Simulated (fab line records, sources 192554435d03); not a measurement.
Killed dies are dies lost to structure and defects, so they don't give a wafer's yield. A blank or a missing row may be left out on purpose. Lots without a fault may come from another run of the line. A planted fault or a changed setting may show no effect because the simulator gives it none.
A struck lot beside a sound one | flow n5_finfet | 23 steps out of a route of 1938
Sound: wafers L588.1, L588.3, L588.4. Struck: wafers L573.2, L573.4, L573.6. The cause comes at the end.
At each step with rows: each side's tool, then ch and its chambers, then its first start. Under that, the readings that differ: sound wafers | struck wafers | difference of the means | sigmas: that difference in standard deviations of wafers without a fault.
alike: readings whose means differ by less than 2 such deviations, and words and numbers that are the same on both sides. not compared: withheld readings, readings that some wafer has no value for, bounds like >300 that may hide the same value, and numbers for which the record gives no deviation and whose values overlap.
The two part at a step that has a row with sigmas, a row that says differs or no value, or rows on one side only. Numbers that don't overlap but have no deviation are shown without sigmas and don't part them. A reading that every wafer of one side lacks parts them only if that side has two wafers or more.

first, 8 steps without rows for these wafers: N5_BEOL_M10_DEVELOP_10 (develop time 30 s); N5_BEOL_M10_DESCUM_16 (chemistry O2, time 7.9 s); N5_BEOL_M10_ETCH_61 (etches SiARC in CF4, target depth 39 nm, time 65 s); N5_BEOL_M10_ETCH_62 (etches SOC in N2/H2, target depth 110 nm, overetch 22 nm, time 165 s); N5_BEOL_M10_STRIP_68 (strips in N2/H2); N5_BEOL_M10_STRIP_67 (strips in CF4); N5_BEOL_M10_HM_OPEN_17 (chemistry Cl2/BCl3, target TiN, target depth 20 nm, overetch 6 nm); N5_BEOL_M10_STRIP_19 (strips in O2).
N5_BEOL_M10_COAT_63: time 60 s, resist thk 100 nm.
  sound on litho_track-02 ch 0, day 14 19:06; struck on litho_track-05 ch 0, day 10 20:38
  reading                                   | sound                | struck               | difference | sigmas
  spin_speed_rpm (rpm)                      | 1501.0 1499.6 1501.3 | 1294.1 1293.0 1291.9 | -207.6     | -99 or more
  model.SOC_of_BEOL_M10_COAT_63.thk_nm (nm) | 100 99.8 100         | 108 108.2 108        | +8         |
  alike: plate_temp_C
then, 9 steps without rows for these wafers: N5_BEOL_M10_COAT_64 (time 60 s, resist thk 30 nm); N5_BEOL_M10_COAT_22 (resist thk 90 nm); N5_BEOL_M10_EBR_24; N5_BEOL_M10_SOFTBAKE_23 (time 60 s); N5_BEOL_M10_EXPOSE_25 (exposes mask V9); N5_BEOL_M10_PEB_26 (peb time 60 s); N5_BEOL_M10_DEVELOP_27 (develop time 30 s); N5_BEOL_M10_DESCUM_33 (chemistry O2, time 7.9 s); N5_BEOL_M10_ETCH_65 (etches SiARC in CF4, target depth 39 nm, time 65 s).
N5_BEOL_M10_ETCH_66: etches SOC in N2/H2, target depth 120 nm, overetch 24 nm, time 180 s.
  sound on rie_diel-03 ch 0,2,3, day 14 20:44; struck on rie_diel-04 ch 2,3, day 10 21:05
  reading                  | sound            | struck          | difference | sigmas
  model.etch.depth_nm (nm) | 100.1 99.75 99.9 | 107.9 108.2 108 | +8.1       |
  alike: drypump_motor_current_A, n2_flow_sccm, oes_product_au, rf_vpp_V, showerhead_plenum_p_Torr, throttle_valve_pct
  not compared: rf_hours_counter_h
then, 1 step without rows for these wafers: N5_BEOL_M10_STRIP_69 (strips in N2/H2).
N5_BEOL_M10_VIA_ETCH_34: etches SiCOH lowk in C4F6/O2, target depth 184.5 nm, time 69.2 s.
  sound on rie_diel-03 ch 0,2,3, day 14 20:52; struck on rie_diel-04 ch 2,3, day 10 21:12
  reading                                   | sound        | struck         | difference | sigmas
  model.SOC_of_BEOL_M10_COAT_63.thk_nm (nm) | 92 91.4 92.2 | 99.8 100.2 100 | +8.1       |
  alike: drypump_motor_current_A, oes_product_au, rf_vpp_V, showerhead_plenum_p_Torr, throttle_valve_pct
  not compared: rf_hours_counter_h
then, 1 step without rows for these wafers: N5_BEOL_M10_STRIP_73 (strips in C4F6/O2).
N5_PASSIVATION_PROBE_49:
  the record has rows for the sound wafers here (prober-01, day 17 07:23) and none for the struck ones

WHERE THEY PART
First at N5_BEOL_M10_COAT_63; last, within this record, at N5_PASSIVATION_PROBE_49.

WHY: what the simulator had put in
Process parameter drift: litho_track-05, from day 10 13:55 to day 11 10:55, at N5_BEOL_M10_COAT_63. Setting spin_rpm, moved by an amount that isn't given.
